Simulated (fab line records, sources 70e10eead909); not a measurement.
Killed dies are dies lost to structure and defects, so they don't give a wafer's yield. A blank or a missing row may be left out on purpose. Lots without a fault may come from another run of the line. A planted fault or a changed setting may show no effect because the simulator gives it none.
Chamber matching | flow nand_harc | NHARC_P_CONTACT_CMP_24 on cmp-03: 4 sister chambers
The step polishes, t overpolish 30 s, target thk 200 nm. 16 wafers are shown with their chamber, then 8 later ones without.

WAFERS WITH THEIR CHAMBER
wafer  | chamber | motor_current_A (A) | time_to_endpoint_s (s) | overpolish_run_s (s)
L074.1 | 2       | 13.3                | 36.9                   | 29.990
L074.4 | 0       | 12.3                | 41.7                   | 29.996
L074.5 | 1       | 9.9                 | 39.9                   | 30.021
L076.2 | 3       | 11.6                | 39.0                   | 29.995
L076.3 | 0       | 12.3                | 43.0                   | 29.995
L076.4 | 2       | 13.0                | 39.6                   | 29.991
L077.2 | 3       | 11.3                | 34.6                   | 30.010
L077.5 | 0       | 12.6                | 35.5                   | 30.008
L077.6 | 3       | 11.7                | 36.6                   | 29.983
L084.2 | 1       | 9.6                 | 37.4                   | 30.032
L084.3 | 0       | 12.5                | 37.1                   | 29.998
L084.6 | 1       | 10.2                | 39.9                   | 29.996
L088.2 | 1       | 10.1                | 40.6                   | 30.004
L088.3 | 2       | 13.0                | 39.5                   | 29.999
L088.5 | 1       | 9.4                 | 40.2                   | 29.997
L091.1 | 2       | 13.4                | 37.2                   | 30.007

SIGNATURES (means of the wafers above)
reading            | chamber 0 | chamber 1 | chamber 2 | chamber 3 | scatter within a chamber
motor_current_A    | 12.425    | 9.840     | 13.175    | 11.533    | 0.247
time_to_endpoint_s | 39.325    | 39.600    | 38.300    | 36.733    | 2.26
overpolish_run_s   | 29.99925  | 30.01000  | 29.99675  | 29.99600  | 0.0118
Rule: a wafer's distance from a chamber is the root of the sum, over the readings, of the square of ((its reading less the chamber's mean) divided by the reading's scatter). The wafer belongs to the nearest chamber; if the next one is less than 2 further off, it can't be placed. The scatter: the root of (the sum of the squares of (reading less its chamber's mean) over the shown wafers, divided by (wafers less chambers)).

WAFERS WITHOUT THEIR CHAMBER
wafer  | motor_current_A (A) | time_to_endpoint_s (s) | overpolish_run_s (s)
L091.3 | 12.3                | 36.7                   | 30.010
L091.4 | 12.4                | 36.4                   | 29.988
L094.1 | 11.2                | 38.9                   | 30.002
L094.4 | 13.5                | 43.4                   | 30.000
L094.5 | 10.2                | 41.1                   | 29.996
L095.2 | 11.4                | 40.2                   | 30.001
L095.5 | 12.1                | 39.6                   | 29.990
L095.6 | 10.5                | 36.9                   | 29.993

WHICH CHAMBER EACH WENT THROUGH
wafer  | from the rows above          | in truth
L091.3 | can't be placed: 0 or 3      | 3
L091.4 | can't be placed: 0 or 2 or 3 | 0
L094.1 | 3                            | 3
L094.4 | 2                            | 2
L094.5 | 1                            | 1
L095.2 | 3                            | 3
L095.5 | can't be placed: 0 or 3      | 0
L095.6 | can't be placed: 1 or 3      | 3
Placed correctly: 4 of 8. Can't be placed from these rows: 4 (the true chamber is among the candidates in 4). Placed wrongly: 0.
